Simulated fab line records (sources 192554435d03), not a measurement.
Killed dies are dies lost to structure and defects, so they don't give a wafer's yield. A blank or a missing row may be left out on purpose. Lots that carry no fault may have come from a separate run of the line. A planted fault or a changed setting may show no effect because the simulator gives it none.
Comparing a struck lot with a sound one -- flow n5_finfet -- 36 out of 1938 route steps
Sound: the wafers L213.2, L213.3, L213.6. Wafers struck: L221.1, L221.3, L221.6. The cause comes at the end.
At each step with rows: each side's tool, then ch and its chambers, then its first start. Under that, the readings that differ: sound wafers -- struck wafers -- difference of the means -- sigmas: that difference in standard deviations of wafers without a fault.
alike: readings with means less than 2 such deviations apart, plus words and numbers identical on both sides. not compared: withheld readings, readings lacking a value on some wafer, bounds such as >300 that could conceal the same value, and numbers that have no deviation in the record and whose values overlap.
Wherever a step has rows on one side only, a row that says differs or no value, or a row with sigmas, the two part there. Non-overlapping numbers with no deviation appear without sigmas and do not part them. A reading missing from all wafers of one side parts the sides only when that side holds two or more wafers.

first, 9 steps without rows for these wafers: N5_BEOL_M4_ANNEAL_95 (time 240 s); N5_BEOL_M4_SPUTTER_96 (material Cu, target thk 4.5 nm, time 8.29 s); N5_BEOL_M4_ECD_50 (material Cu, target thk 300 nm); N5_BEOL_M4_ANNEAL_51 (time 90 s); N5_BEOL_M4_CMP_52 (polishes, stops on SiOC, t overpolish 6.8 s, target thk 40 nm); N5_BEOL_M4_PRE_CLEAN_60 (time 15 s); N5_BEOL_M4_CO_CAP_55 (material Co, precursor CCTBA/H2, target thk 2 nm, time 102.1 s); N5_BEOL_M4_PRE_CLEAN_56 (time 15 s); N5_BEOL_M4_DEP_57 (deposits SiCN from 3MS/NH3, target thk 8 nm, time 14 s).
N5_BEOL_M4_RC_MEAS_101:
  sound on prober-01 ch 0, day 10 14:56; struck on prober-02 ch 0, day 13 04:35
reading,sound,struck,difference,sigmas
ION_N (uA/um),656 664 664,702 670 687,+25,+2
  alike: DIBL_N, DIBL_P, IOFF_N, IOFF_P, ION_P, SS_N, SS_P, VT_N, VT_P
then, 24 steps without rows for these wafers: N5_BEOL_M5_ILD_DEP_00 (deposits SiCOH lowk from DEMS/porogen, target thk 140.64 nm, time 25.9 s); N5_BEOL_M5_CURE_79 (cures SiCOH lowk, time 240 s); N5_BEOL_M5_PECVD_70 (deposits SiO2 from TEOS/O2, target thk 16 nm, time 18 s); N5_BEOL_M5_HM_DEP_02 (deposits TiN, target thk 20 nm); N5_BEOL_M5_COAT_59 (time 60 s, resist thk 60 nm); N5_BEOL_M5_COAT_60 (time 60 s, resist thk 12 nm); N5_BEOL_M5_COAT_71 (time 60 s, resist thk 5 nm); N5_BEOL_M5_COAT_05 (resist thk 30 nm); N5_BEOL_M5_EBR_07; N5_BEOL_M5_SOFTBAKE_06 (time 60 s); N5_BEOL_M5_EXPOSE_08 (exposes mask M5, target cd 28 nm); N5_BEOL_M5_PEB_09 (peb time 60 s); N5_BEOL_M5_DEVELOP_10 (develop time 30 s); N5_BEOL_M5_DESCUM_16 (chemistry O2, time 7 s); N5_BEOL_M5_ETCH_72 (etches underlayer in N2/H2, target depth 6.5 nm, time 5.2 s); N5_BEOL_M5_ETCH_61 (etches SiARC in CF4, target depth 15.6 nm, time 26 s); N5_BEOL_M5_ETCH_62 (etches SOC in N2/H2, target depth 75 nm, overetch 15 nm, time 112.5 s); N5_BEOL_M5_STRIP_63 (strips in N2/H2); N5_BEOL_M5_STRIP_73 (strips in N2/H2); N5_BEOL_M5_STRIP_64 (strips in CF4); N5_BEOL_M5_HM_OPEN_17 (chemistry Cl2/BCl3, target TiN, target depth 20 nm, overetch 6 nm); N5_BEOL_M5_STRIP_19 (strips in O2); N5_BEOL_M5_COAT_65 (time 60 s, resist thk 60 nm); N5_BEOL_M5_COAT_66 (time 60 s, resist thk 12 nm).
N5_BEOL_M6_VIA_ETCH_34: etches SiCOH lowk in C4F6/O2, target depth 126.3 nm, time 50.9 s.
  sound on rie_diel-03 ch 0,2,3, day 11 17:10; struck on rie_diel-03 ch 1,3, day 14 01:06
  no value came back on the struck wafers for any of 9 readings (C4F6_flow_sccm (sccm), O2_flow_sccm (sccm) and others); on the sound wafers C4F6_flow_sccm (sccm) reads 9.955 9.952 9.994
reading,sound,struck,difference,sigmas
model.SiARC_of_BEOL_M6_COAT_64.thk_nm (nm),0 0 0,6.6 6.2 6.6,+6.5,
model.SOC_of_BEOL_M6_COAT_63.thk_nm (nm),53.8 54 53.6,59.6 59.8 59.8,+5.9,
  not compared: rf_hours_counter_h
-- a jump in the record: the struck wafers' starts before and after are 3 days apart (it breaks off in module BEOL_M6 and resumes in module PASSIVATION, where the first step shown is number 1936 of the route) --
N5_PASSIVATION_PROBE_49:
  record: rows for the struck wafers here (prober-02, day 17 08:31), none for the sound ones

== WHERE THEY PART ==
First at N5_BEOL_M4_RC_MEAS_101; last, within this record, at N5_PASSIVATION_PROBE_49.

WHY: what had been put in by the simulator
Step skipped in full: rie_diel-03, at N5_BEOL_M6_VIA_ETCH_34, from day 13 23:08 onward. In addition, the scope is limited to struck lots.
